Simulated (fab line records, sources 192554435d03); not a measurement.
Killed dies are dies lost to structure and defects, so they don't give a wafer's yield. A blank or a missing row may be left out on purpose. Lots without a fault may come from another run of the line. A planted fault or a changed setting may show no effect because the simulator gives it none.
Problem report in the 8D (eight disciplines) form, filled by code | flow n5_finfet | the parts of the form that need people (team, actions taken, sign-off) are left out

1. THE PROBLEM
killed_at_contacts at N5_PASSIVATION_PROBE_49 reads a mean of 548 on 1 wafer of 1 lot; wafers without a fault read 13 with a standard deviation of 5.7. That is +94 standard deviations from the usual mean.
First seen on wafer L851.1, day 16 23:59, on prober-02. The record holds 3 wafers of 1 lot with a number at this step. Rule for "out", or "out of limits": more than 4 standard deviations from the usual mean. The other wafers with a number count as sound.

2. WHAT IT IS AND WHAT IT IS NOT
question                    | is                                                                                                                                        | is not
which readings at this step | killed_at_contacts, defect_limited_yield, killed_dies, killed_on_rim, sort_bin_5_function, sort_bin_6_memory, sort_n_pass, sort_yield_pct | killed_at_M0_to_M3, killed_at_M4_up, killed_at_front_end, killed_at_other, killed_open, killed_short
which lots                  | L851                                                                                                                                      | -
which wafers of those lots  | L851.1                                                                                                                                    | L851.2, L851.4
read on which tools         | prober-02                                                                                                                                 | -
when                        | from day 16 23:59                                                                                                                         | up to then (0 sound wafers); but 2 sound wafers of L851 came after

3. SUSPECTS, AND WHAT RULES EACH OUT
Counting: a tool at a process step up to the reading stays a suspect if it ran every lot that is out. Sound lots after the first of them don't rule it out here, since some wafers of a struck lot are sound.
- cmp-01 at N5_MOL_CONTACT_COAG_CMP_23 (polishes, stops on SiO2, t overpolish 1.5 s, target thk 0 nm): kept. It ran the lot that is out, L851 (day 10 04:27).
- pvd_sputter-02 at N5_MIM_BOT_DEGAS_01 (time 60 s): kept. It ran the lot that is out, L851 (day 16 13:49).
- ald_hk-03 at N5_MIM_TOP_ALD_00 (deposits Al2O3, purge time 3 s, co reactant pulse time 3 s): kept. It ran the lot that is out, L851 (day 16 13:58).
- rie_metal-03 at N5_MIM_BOT_ETCH_ETCH_03 (etches the open film in Cl2/BCl3, target depth 12 nm): kept. It ran the lot that is out, L851 (day 16 16:24).
- prober-02 at N5_PASSIVATION_PROBE_49: kept. It ran the lot that is out, L851 (day 16 23:59). Its own readings are out on those wafers: defect_limited_yield, killed_at_contacts, killed_dies, killed_on_rim, sort_bin_5_function, sort_bin_6_memory, sort_n_pass, sort_yield_pct.
- Within cmp-01 at N5_MOL_CONTACT_COAG_CMP_23: the wafers that are out ran in chamber 0; their sound lot-mates ran in chambers 1, 3.
- Within ald_hk-03 at N5_MIM_TOP_ALD_00: the wafers that are out ran in chamber 0; their sound lot-mates ran in chambers 1, 2.
Left after counting: cmp-01 at N5_MOL_CONTACT_COAG_CMP_23, pvd_sputter-02 at N5_MIM_BOT_DEGAS_01, ald_hk-03 at N5_MIM_TOP_ALD_00, rie_metal-03 at N5_MIM_BOT_ETCH_ETCH_03, prober-02 at N5_PASSIVATION_PROBE_49.

4. THE CAUSE (what the simulator had put in)
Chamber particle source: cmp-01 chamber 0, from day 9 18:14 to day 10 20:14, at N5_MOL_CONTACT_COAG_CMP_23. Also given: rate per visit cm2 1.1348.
Counting left 5 suspects, and this tool is among them.

5. THE CHAIN OF EFFECTS, in route order
Each row: a reading whose mean over the struck wafers that have a number lies more than 3 standard deviations from the usual. Only readings for which the record gives a usual standard deviation are gone through. hours: the time from each lot's start at the first step in this table that gives one to its start at this step, as a median over the lots. sigmas: the change in usual standard deviations.
hours | step                    | reading              | usual  | on struck wafers | change | sigmas
0     | N5_PASSIVATION_PROBE_49 | defect_limited_yield | 91.0 % | 48.0             | -43.0  | -29
0     | N5_PASSIVATION_PROBE_49 | killed_at_contacts   | 13     | 548              | +535   | +94
0     | N5_PASSIVATION_PROBE_49 | killed_dies          | 106    | 614              | +508   | +30
0     | N5_PASSIVATION_PROBE_49 | killed_on_rim        | 14     | 73               | +59    | +14
0     | N5_PASSIVATION_PROBE_49 | sort_bin_5_function  | 5.2 %  | 34.6             | +29.4  | +31
0     | N5_PASSIVATION_PROBE_49 | sort_bin_6_memory    | 3.4 %  | 14.0             | +10.6  | +15
0     | N5_PASSIVATION_PROBE_49 | sort_n_pass          | 1074   | 566              | -508   | -30
0     | N5_PASSIVATION_PROBE_49 | sort_yield_pct       | 91.0 % | 48.0             | -43.0  | -29
The process steps in it:
- N5_PASSIVATION_PROBE_49

6. WHAT WOULD HAVE CAUGHT IT SOONER
In this record the first reading out of limits was taken at day 16 23:59, 174 hours after the fault began at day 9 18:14.
Of the tool readings at N5_MOL_CONTACT_COAG_CMP_23 for which the record gives a usual standard deviation, none was out on any struck wafer, so an alarm limit of 4 standard deviations on them would not have fired.
All the lots that are out (1) had begun N5_MOL_CONTACT_COAG_CMP_23 on cmp-01 by day 16 23:59. A hold on the tool at that time would have spared none of them.
